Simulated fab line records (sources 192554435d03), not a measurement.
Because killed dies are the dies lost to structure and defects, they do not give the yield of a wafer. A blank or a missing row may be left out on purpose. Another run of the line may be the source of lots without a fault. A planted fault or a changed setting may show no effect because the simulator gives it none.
fab line records | flow n5-finfet
record lots=3 | wafers=9 | last-day=20
route steps=1938 shown BEOL_M3@1012 BEOL_M4@1021 PASSIVATION@1936
lots that met no fault: taken from a fault-free run of the same line
start-h: hours from the record's opening day to when the first of the lot's shown wafers began | wait-h: time in hours since the lot's previous step | " unchanged from the row above | L1.1+2: a single row standing in for several wafers | - no value present, or no start provided | * or withheld: withheld | < > ~ a bound
route shown NAME@n: names a module that has steps shown in the file, with the first one's number in the route | usual: mean/standard deviation taken from wafers without a fault | same: alike in all rows | chamber/n: place in a boat | sites: each site's reading | _std_site: standard deviation of those values | _edge_site: mean of outer sites minus mean of inner sites | radius-mm: for every site, how far away it sits from the centre of the wafer | mask NAME#n: copy n | behind: the last tool/chamber to shape the wafer | hold: why the lot was held/for how many hours/how that ended | device: transistor that didn't switch, given as n, p or np | end of line: tests of these same wafers at the route's end | a step with no rows: only its recipe | killed: dies lost to structure and defects at the first sort, not the wafer's yield | map: a wafer's dies, marking killed ones x, the rest . and places with no die _
set.NAME: setting as actually run; set.NAME@STEP: the setting as run at that earlier step | model.NAME: the simulator's own value behind a step, which no gauge read
certain route steps with their lots: each step a table, each wafer a row
services: when a tool's chamber went out of use (start-h, in hours from the record's first day, below 0 if earlier), for how many hours, and the reason
## steps
# step N5_BEOL_M3_ANNEAL_51
# recipe temp-c=225 | time-s=90 | ambient=N2
# step N5_BEOL_M3_CMP_52
# recipe stop-on=SiOC | t-overpolish-s=6.8 | down-force-psi=1 | platen-rpm=50 | clearing-platen-down-force-psi=1.5 | clearing-platen-rpm=50 | post-cmp-clean=cu-alkaline | target-thk-nm=40 | clearing-platen-pad-velocity-m-s=0.99484 | pad-velocity-m-s=0.99484
# step N5_BEOL_M3_PRE_CLEAN_60
# recipe gas=NH3/H2 | time-s=15 | temp-c=* | rf-power-w=300
# step N5_BEOL_M3_CO_CAP_55
# recipe material=Co | target-thk-a=20 | temp-c=200 | precursor=CCTBA/H2 | pressure-torr=30 | time-s=102.1
# step N5_BEOL_M3_PRE_CLEAN_56
# recipe gas=NH3 | time-s=15 | temp-c=withheld | rf-power-w=300
# step N5_BEOL_M3_DEP_57
# recipe material=SiCN | target-thk-a=80 | temp-c=withheld | precursor=3MS/NH3 | pressure-torr=3 | rf-w=202 | time-s=14
# step N5_BEOL_M4_ILD_DEP_00
# recipe material=SiOC | target-thk-a=790 | temp-c=350 | precursor=DEMS/O2 | pressure-torr=5 | rf-w=500 | time-s=15.3
# step N5_BEOL_M4_PECVD_72
# recipe material=SiO2 | target-thk-a=160 | temp-c=400 | precursor=TEOS/O2 | pressure-torr=5.5 | rf-w=450 | teos-flow-sccm=53.8 | gas=O2 | flow-sccm=3000 | time-s=18
# step N5_BEOL_M4_HM_DEP_02
# recipe material=TiN | target-thk-a=200 | temp-c=25 | chamber-pressure-pa=0.49996
# usual chamber-pressure-pa=0.4997/0.0011 | throttle-valve-pct=29.6/0.9
lot.wafer | tool           | chamber | start-h | wait-h | chamber-pressure-pa | throttle-valve-pct | model.TiN_of_BEOL_M4_HM_DEP_02.thk-nm
L598.1    | pvd-sputter-03 | -       | 233.09  | 0.5    | 0.5002              | 28.4               | 20.2
L598.5    | "              | -       | "       | "      | 0.5001              | 29.8               | 19.8
L598.6    | "              | -       | "       | "      | 0.5006              | 28.9               | 19.6
L597.2    | pvd-sputter-01 | -       | 249.67  | 1.8    | 0.4986              | 30.6               | 20
L597.4    | "              | -       | "       | "      | 0.4985              | 28.7               | 27
L597.5    | "              | -       | "       | "      | 0.4978              | 28.8               | 27
L613.1    | pvd-sputter-01 | -       | 323.14  | 0.6    | 0.4996              | 30.9               | 19.8
L613.5    | "              | -       | "       | "      | 0.5011              | 30.5               | 19.6
L613.6    | "              | -       | "       | "      | 0.5004              | 30.5               | 20
# step N5_BEOL_M4_COAT_61
# recipe resist=SOC | temp-c=250 | time-s=60 | spin-rpm=1500 | resist-thk-nm=60
# step N5_BEOL_M4_COAT_62
# recipe resist=SiARC | temp-c=220 | time-s=60 | spin-rpm=1500 | resist-thk-nm=12
# step N5_BEOL_M4_COAT_73
# recipe resist=underlayer | temp-c=205 | time-s=60 | spin-rpm=1500 | resist-thk-nm=5
# step N5_BEOL_M4_COAT_05
# recipe resist=CAR-EUV | spin-rpm=1500 | resist-thk-nm=30
# step N5_BEOL_M4_EBR_07
# recipe solvent=PGMEA | ebr-width-mm=1.5
# step N5_BEOL_M4_SOFTBAKE_06
# recipe temp-c=110 | time-s=60 | resist=CAR-EUV
# step N5_BEOL_M4_EXPOSE_08
# recipe mask-id=M4 | na=0.33 | source-shape=dipole | sigma-inner=0.369 | sigma-outer=0.767 | polarization=unpolarized | dose-mj=41.25
# step N5_BEOL_M4_PEB_09
# recipe peb-temp-c=100 | peb-time-s=60 | resist=CAR-EUV
# step N5_BEOL_M4_DEVELOP_10
# recipe develop-time-s=30 | developer=TMAH | resist=CAR-EUV | rinse-liquid=surfactant-rinse | dry=air-spin | dev-temp-c=23
# step N5_BEOL_M4_DESCUM_16
# recipe chemistry=O2 | time-s=7 | source-power-w=50 | bias-power-w=20 | pressure-mtorr=20 | rf-frequency-hz=2.712e+07 | temp-c=40 | resist=CAR-EUV | o2-flow-sccm=225
# step N5_BEOL_M4_ETCH_74
# recipe chemistry=N2/H2 | target=underlayer | target-depth-a=65 | mask-material=CAR-EUV | time-s=5.2 | ion-energy-ev=200 | pressure-mtorr=30 | source-w=840 | bias-w=150 | n2-flow-sccm=200 | h2-flow-sccm=200 | ends=cleared
# step N5_BEOL_M4_ETCH_63
# recipe chemistry=CF4 | target=SiARC | target-depth-a=156 | mask-material=CAR-EUV | time-s=26 | ion-energy-ev=80 | pressure-mtorr=40 | source-w=545 | bias-w=36 | Ar_flow_sccm=100 | cf4-flow-sccm=100 | ends=cleared
# step N5_BEOL_M4_ETCH_64
# recipe chemistry=N2/H2 | target=SOC | target-depth-a=750 | overetch-a=225 | mask-material=SiARC | temp-c=40 | time-s=121.9 | ion-energy-ev=200 | pressure-mtorr=30 | source-w=840 | bias-w=150 | n2-flow-sccm=200 | h2-flow-sccm=200
# step N5_BEOL_M4_STRIP_65
# recipe chemistry=N2/H2 | temp-c=40 | n2-flow-sccm=200 | h2-flow-sccm=200 | rf-frequency-hz=6e+07
# step N5_BEOL_M4_STRIP_75
# recipe chemistry=N2/H2 | temp-c=40 | n2-flow-sccm=200 | h2-flow-sccm=200 | rf-frequency-hz=6e+07
# step N5_BEOL_M4_STRIP_66
# recipe chemistry=CF4 | resist=SiARC | power-w=300 | bias-power-w=75 | pressure-mtorr=50 | cf4-flow-sccm=150 | rf-frequency-hz=6e+07
# step N5_BEOL_M4_HM_OPEN_17
# recipe chemistry=Cl2/BCl3 | target-depth-a=200 | overetch-a=60 | target=TiN | mask-material=SOC | ion-energy-ev=150 | pressure-mtorr=10 | icp-w=1000 | bias-w=126 | Cl2_flow_sccm=53.25 | bcl3-flow-sccm=21.75 | Ar_flow_sccm=25
# usual drypump-motor-current-A=5.65/0.15 | oes-product-au=0.70/0.073 | throttle-valve-pct=22.18/0.26
lot.wafer | tool         | chamber | start-h | wait-h | drypump-motor-current-A | oes-product-au | rf-hours-counter-h | throttle-valve-pct | model.etch.depth-nm
L598.1    | rie-metal-01 | 0       | 234.02  | 0.1    | 5.74                    | 0.77           | 12                 | 22.25              | 20.15
L598.5    | "            | 0       | "       | "      | 5.75                    | 0.76           | -                  | 22.25              | 19.86
L598.6    | "            | 1       | "       | "      | 5.86                    | 0.75           | -                  | 22.51              | 19.69
L597.2    | rie-metal-03 | 0       | 250.44  | 0.0    | 5.72                    | 0.53           | 122                | 22.64              | 20.03
L597.4    | "            | 0       | "       | "      | 5.71                    | 0.59           | -                  | 22.51              | 23.72
L597.5    | "            | 1       | "       | "      | 5.71                    | 0.92           | -                  | 21.95              | 27.01
L613.1    | rie-metal-03 | 1       | 324.04  | 0.0    | 5.73                    | 0.73           | 14                 | 22.21              | 19.82
L613.5    | "            | 1       | "       | "      | 5.72                    | 0.73           | -                  | 22.20              | 19.7
L613.6    | "            | 0       | "       | "      | 5.70                    | 0.82           | -                  | 22.20              | 20.05
# step N5_BEOL_M4_STRIP_19
# recipe chemistry=O2 | power-w=400 | temp-c=40 | pressure-mtorr=30 | rf-frequency-hz=6e+07 | bias-power-w=0 | overash-fraction=0.2 | o2-flow-sccm=225
# step N5_BEOL_M4_COAT_67
# recipe resist=SOC | temp-c=250 | time-s=60 | spin-rpm=1500 | resist-thk-nm=60
# step N5_BEOL_M4_COAT_68
# recipe resist=SiARC | temp-c=220 | time-s=60 | spin-rpm=1500 | resist-thk-nm=12
# step N5_BEOL_M4_COAT_76
# recipe resist=underlayer | temp-c=205 | time-s=60 | spin-rpm=1500 | resist-thk-nm=5
# step N5_BEOL_M4_COAT_22
# recipe resist=CAR-EUV | spin-rpm=1500 | resist-thk-nm=30
# step N5_BEOL_M4_EBR_24
# recipe solvent=PGMEA | ebr-width-mm=1.5
# step N5_BEOL_M4_SOFTBAKE_23
# recipe temp-c=110 | time-s=60 | resist=CAR-EUV
# step N5_BEOL_M4_EXPOSE_25
# recipe mask-id=V3 | na=0.33 | source-shape=quasar | sigma-inner=0.2 | sigma-outer=0.8 | polarization=unpolarized | defocus-nm=5 | dose-mj=63
# step N5_BEOL_M4_TRENCH_ETCH_37
# recipe chemistry=C4F6/O2 | target-depth-a=555.55 | target=SiOC | time-s=29.2 | ion-energy-ev=250 | pressure-mtorr=30 | source-w=355 | bias-w=185 | Ar_flow_sccm=300 | C4F6_flow_sccm=10 | O2_flow_sccm=10
# usual drypump-motor-current-A=5.6/0.39 | oes_f_703_au=0.78/0.078 | oes-product-au=0.78/0.082 | rf-vpp-V=668/20 | showerhead-plenum-p-Torr=2.84/0.11 | throttle-valve-pct=20.92/0.25
lot.wafer | tool        | chamber | start-h | wait-h | drypump-motor-current-A | oes_f_703_au | oes-product-au | rf-hours-counter-h | rf-vpp-V | showerhead-plenum-p-Torr | throttle-valve-pct | model.TiN_of_BEOL_M4_HM_DEP_02.thk-nm
L598.1    | rie-diel-04 | 0       | -       | -      | 5.8                     | 0.73         | 0.75           | 152                | 700      | 2.84                     | 20.42              | 17.8
L598.5    | "           | 3       | "       | "      | 5.5                     | 0.81         | 0.77           | -                  | 641      | 2.72                     | 20.84              | 17.4
L598.6    | "           | 2       | "       | "      | 5.6                     | 0.85         | 0.87           | -                  | 666      | 2.92                     | 21.25              | 17.2
L597.2    | rie-diel-04 | 2       | -       | -      | 5.6                     | 0.84         | 0.87           | 54                 | 667      | 2.92                     | 21.25              | 17.6
L597.4    | "           | 0       | "       | "      | 5.8                     | 0.73         | 0.76           | 153                | 701      | 2.84                     | 20.44              | 24.6
L597.5    | "           | 0       | "       | "      | 5.8                     | 0.74         | 0.76           | -                  | 701      | 2.83                     | 20.40              | 24.6
L613.1    | rie-diel-04 | 0       | -       | -      | 5.8                     | 0.72         | 0.74           | 176                | 699      | 2.83                     | 20.46              | 17.4
L613.5    | "           | 3       | "       | "      | 5.5                     | 0.79         | 0.75           | -                  | 641      | 2.71                     | 20.89              | 17.4
L613.6    | "           | 0       | "       | "      | 5.8                     | 0.71         | 0.74           | -                  | 700      | 2.82                     | 20.45              | 17.6
# step N5_BEOL_M4_RC_MEAS_101
# usual DIBL_N=36.5/2.1 | DIBL_P=36.6/2.6 | IOFF_N=0.17/0.044 | IOFF_P=0.21/0.048 | ION_N=674/17 | ION_P=462/9.5 | SS_N=71.6/0.77 | SS_P=73.5/0.72 | VT_N=250/4.2 | VT_P=-250/3.9
lot.wafer | tool      | chamber | start-h | wait-h | DIBL_N[mV/V] | DIBL_P[mV/V] | IOFF_N[nA/um] | IOFF_P[nA/um] | ION_N[uA/um] | ION_P[uA/um] | SS_N[mV/dec] | SS_P[mV/dec] | VT_N[mV] | VT_P[mV]
L598.1    | prober-02 | 0       | 256.87  | 0.0    | 37.4         | 36.7         | 0.18          | 0.20          | 687          | 463          | 71.2         | 73.7         | 247      | -252
L598.5    | "         | 0       | "       | "      | 37.1         | 36.7         | 0.17          | 0.20          | 680          | 463          | 71.1         | 74.0         | 247      | -252
L598.6    | "         | 0       | "       | "      | 35.8         | 35.7         | 0.14          | 0.17          | 673          | 456          | 70.4         | 73.7         | 251      | -257
L597.2    | prober-01 | 0       | 261.78  | 0.2    | 37.4         | 37.6         | 0.17          | 0.22          | 686          | 465          | 71.9         | 73.7         | 252      | -250
L597.5    | "         | 0       | "       | "      | 34.6         | 34.2         | 0.12          | 0.16          | 662          | 450          | 71.6         | 73.3         | 257      | -254
L613.1    | prober-02 | 0       | 339.33  | 0.0    | 34.6         | 34.2         | 0.13          | 0.18          | 663          | 459          | 71.0         | 72.8         | 254      | -249
L613.5    | "         | 0       | "       | "      | 32.9         | 32.6         | 0.10          | 0.16          | 651          | 451          | 70.6         | 72.4         | 257      | -253
L613.6    | "         | 0       | "       | "      | 36.7         | 37.1         | 0.17          | 0.22          | 676          | 464          | 70.9         | 73.0         | 251      | -249
# step N5_PASSIVATION_PROBE_49
# usual defect-limited-yield=91.2/1.5 | killed_at_M0_to_M3=36/10 | killed_at_M4_up=14/5.2 | killed-at-contacts=12/6 | killed-at-front-end=37/10 | killed-at-other=4/3.3 | killed-dies=104/18 | killed-open=68/14 | killed-short=34/7.4 | sort_bin_5_function=5.2/1 | sort_bin_6_memory=3.3/0.7 | sort-n-pass=1076/18 | sort-yield-pct=91.2/1.5
# same gross-dies=1180 | killed-at-back-side=0 | sort_bin_4_leakage[%]=0 | sort_bin_8_speed[%]=0
lot.wafer | tool      | chamber | start-h | wait-h | defect-limited-yield[%] | killed_at_M0_to_M3 | killed_at_M4_up | killed-at-contacts | killed-at-front-end | killed-at-other | killed-dies | killed-open | killed-short | sort_bin_5_function[%] | sort_bin_6_memory[%] | sort-n-pass | sort-yield-pct[%]
L597.2    | prober-01 | -       | 362.82  | 0.1    | 89.4                    | 27                 | 15              | 22                 | 54                  | 7               | 125         | 82          | 43           | 6.6                    | 3.7                  | 1055        | 89.4
L597.4    | prober-01 | -       | 362.92  | 0.2    | 13.6                    | 33                 | 933             | 12                 | 41                  | 0               | 1019        | 61          | 35           | 83.1                   | 2.9                  | 161         | 13.6
L597.5    | prober-01 | -       | 362.97  | 0.2    | 89.7                    | 36                 | 7               | 17                 | 59                  | 2               | 121         | 84          | 36           | 6.2                    | 3.7                  | 1059        | 89.7
L598.1    | prober-01 | -       | 377.98  | 0.0    | 91.4                    | 30                 | 11              | 13                 | 42                  | 5               | 101         | 69          | 29           | 4.9                    | 3.3                  | 1079        | 91.4
L598.5    | prober-01 | -       | 378.18  | 0.2    | 88.9                    | 44                 | 20              | 10                 | 49                  | 8               | 131         | 81          | 48           | 6.2                    | 4.3                  | 1049        | 88.9
L598.6    | prober-01 | -       | 378.23  | 0.3    | 90.8                    | 37                 | 17              | 9                  | 40                  | 5               | 108         | 62          | 43           | 6.3                    | 2.6                  | 1072        | 90.8
L613.1    | prober-01 | -       | 481.79  | 0.0    | 95.1                    | 13                 | 10              | 4                  | 29                  | 2               | 58          | 41          | 17           | 2.9                    | 1.9                  | 1122        | 95.1
L613.5    | prober-01 | -       | 481.99  | 0.2    | 93.6                    | 16                 | 15              | 10                 | 31                  | 3               | 75          | 51          | 24           | 4.5                    | 1.8                  | 1105        | 93.6
L613.6    | prober-01 | -       | 482.04  | 0.3    | 93.0                    | 27                 | 15              | 6                  | 32                  | 3               | 83          | 55          | 28           | 3.7                    | 2.9                  | 1097        | 93.0
# killed by level:class
L597.2 FIN_SAQP:geometric-particle:open=20 MOL_CONTACT_COAG:geometric-particle:open=13 FIN_SAQP:geometric-particle:short=9 MOL_CONTACT_COAG:geometric-particle:short=9 GATE_CUT:geometric-particle:short=7 BEOL_M3:geometric-particle:open=7 BEOL_M1:geometric-particle:open=6 BEOL_M0_SAQP:geometric-particle:open=5
L597.4 BEOL_M4:area-open=923 FIN_SAQP:geometric-particle:short=9 STI_FIN_REVEAL:geometric-particle:open=9 MOL_CONTACT_COAG:geometric-particle:open=9 BEOL_M0_SAQP:geometric-particle:short=7 BEOL_M3:geometric-particle:open=7 FIN_SAQP:geometric-particle:open=6 BEOL_M0_SAQP:geometric-particle:open=4
L597.5 FIN_SAQP:geometric-particle:open=18 MOL_CONTACT_COAG:geometric-particle:open=15 BEOL_M3:geometric-particle:open=12 STI_FIN_REVEAL:geometric-particle:open=9 FIN_SAQP:geometric-particle:short=8 BEOL_M1:geometric-particle:open=7 BEOL_M0_SAQP:geometric-particle:short=6 GATE_CUT:geometric-particle:short=5
L598.1 FIN_SAQP:geometric-particle:open=13 MOL_CONTACT_COAG:geometric-particle:open=11 BEOL_M0_SAQP:geometric-particle:open=8 FIN_SAQP:geometric-particle:short=7 STI_FIN_REVEAL:geometric-particle:open=7 BEOL_M0_SAQP:geometric-particle:short=6 BEOL_M2:geometric-particle:open=6 DUMMY_GATE:geometric-particle:open=5
L598.5 BEOL_M0_SAQP:geometric-particle:short=20 FIN_SAQP:geometric-particle:short=11 STI_FIN_REVEAL:geometric-particle:open=11 FIN_SAQP:geometric-particle:open=8 MOL_CONTACT_COAG:geometric-particle:open=8 BEOL_M4:geometric-particle:open=8 BEOL_M0_SAQP:geometric-particle:open=7 BEOL_M2:geometric-particle:open=7
L598.6 BEOL_M0_SAQP:geometric-particle:short=11 BEOL_M0_SAQP:geometric-particle:open=11 FIN_SAQP:geometric-particle:short=10 FIN_SAQP:geometric-particle:open=8 MOL_CONTACT_COAG:geometric-particle:open=8 BEOL_M3:geometric-particle:open=8 STARTING-WAFER:geometric-particle:short=8 BEOL_M4:geometric-particle:open=6
L613.1 DUMMY_GATE:geometric-particle:open=9 BEOL_M3:geometric-particle:open=6 FIN_SAQP:geometric-particle:open=5 FIN_SAQP:geometric-particle:short=5 BEOL_M4:geometric-particle:open=4 MOL_CONTACT_COAG:geometric-particle:open=3 STARTING-WAFER:geometric-particle:open=3 DUMMY_GATE:geometric-particle:short=2
L613.5 MOL_CONTACT_COAG:geometric-particle:open=8 STI_FIN_REVEAL:geometric-particle:open=5 BEOL_M3:geometric-particle:open=5 FIN_SAQP:geometric-particle:short=4 DUMMY_GATE:geometric-particle:open=4 BEOL_M0_SAQP:geometric-particle:open=4 BEOL_M7:geometric-particle:open=4 STARTING-WAFER:geometric-particle:short=4
L613.6 BEOL_M2:geometric-particle:open=8 MOL_CONTACT_COAG:geometric-particle:open=6 FIN_SAQP:geometric-particle:short=5 STI_FIN_REVEAL:geometric-particle:open=5 DUMMY_GATE:geometric-particle:open=5 BEOL_M0_SAQP:geometric-particle:short=5 STARTING-WAFER:geometric-particle:short=4 BEOL_M3:geometric-particle:open=4
## services
tool           | chamber | start-h | hours | kind
pvd-sputter-01 | -       | 219.23  | 4.0   | repair
rie-metal-03   | -       | 256.49  | 1.2   | repair
rie-diel-04    | 0       | 268.44  | 10.6  | repair
rie-metal-03   | 0       | 273.67  | -     | clean
rie-metal-03   | 0       | 273.67  | 26.6  | scheduled-down
rie-metal-03   | 0       | 273.67  | 26.6  | vent-cycle
rie-diel-04    | 3       | 273.77  | 2.0   | repair
## key
first-sign step=N5_PASSIVATION_PROBE_49 | reading=killed_at_M4_up | direction=up | sigmas=88 | usual=14 | struck=470 | wafers-moved=1
effect step=N5_PASSIVATION_PROBE_49 | reading=sort_bin_5_function | direction=up | sigmas=39 | usual=5.2 | struck=44.7 | wafers-moved=1
model-effect step=N5_BEOL_M4_HM_DEP_02 | value=TiN_of_BEOL_M4_HM_DEP_02.thk-nm | without=20 | struck=27
model-effect step=N5_BEOL_M4_HM_OPEN_17 | value=etch.depth-nm | without=20 | struck=25.37
model-effect step=N5_BEOL_M4_TRENCH_ETCH_37 | value=TiN_of_BEOL_M4_HM_DEP_02.thk-nm | without=17.6 | struck=24.6
more-kills-born-at N5_BEOL_M4_HM_OPEN_17@rie-metal-03=924
met-at N5_BEOL_M4_HM_DEP_02
struck-wafers L597.4,L597.5
later-rows-left-out L597.4
fault kind=process-parameter-drift | tool=pvd-sputter-01 | chamber=- | onset-h=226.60 | steps=N5_BEOL_M4_HM_DEP_02 | channel=target-thk-a | offset=* | shape=step | end-h=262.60 | scope=struck-wafers-only | acts-in=* | stated=*
# later-rows-left-out: the simulator's readings of these wafers behind a module that went badly wrong aren't trusted and aren't shown, but for the sort
